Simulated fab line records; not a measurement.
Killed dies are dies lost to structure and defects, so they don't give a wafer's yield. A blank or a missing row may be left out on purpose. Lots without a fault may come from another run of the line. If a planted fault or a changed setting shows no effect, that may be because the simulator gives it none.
Matching of chambers | flow n5-finfet | N5_GATE_CUT_SAC_CAP_01 on ald-sin-03 has 4 sister chambers
The step material SiNx, target thk 24 nm, pulse time 1 s, ald cycles 480. 4 wafers are shown with their chamber, then 7 later ones without.

WAFERS WITH THEIR CHAMBER
wafer  | chamber | heater-power-w (W)
L081.6 | 2       | 750
L085.6 | 0       | 851
L086.1 | 3       | 884
L086.2 | 1       | 848

WAFERS WITH NO CHAMBER GIVEN
wafer  | heater-power-w (W)
L086.3 | 762
L076.2 | 785
L076.3 | 872
L076.5 | 792
L096.1 | 780
L096.3 | 838
L096.4 | 873

EACH ONE'S CHAMBER
wafer  | from the rows above               | in truth
L086.3 | 2                                 | 2
L076.2 | can't be placed: 2 or 1 or 0      | 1
L076.3 | can't be placed: 3 or 0 or 1      | 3
L076.5 | can't be placed: 2 or 1 or 0 or 3 | 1
L096.1 | can't be placed: 2 or 1 or 0      | 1
L096.3 | can't be placed: 1 or 0 or 3      | 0
L096.4 | can't be placed: 3 or 0 or 1      | 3
Placed correctly: 1 of 7. Unplaceable from these rows: 6, with the true chamber sitting among the candidates in 6. 0 placed wrongly.
How it was worked out, from the rows above alone: a wafer's distance from a chamber is the root of the sum, over the readings, of the square of ((its reading less the chamber's mean) divided by the reading's scatter). The wafer belongs to the nearest chamber; if the next one is less than 2 further off, it can't be placed. Each chamber's mean is taken over the wafers shown for it. The scatter (one wafer shown for each chamber): square how far every hidden wafer sits from the nearest shown wafer, average those squares and take the square root.
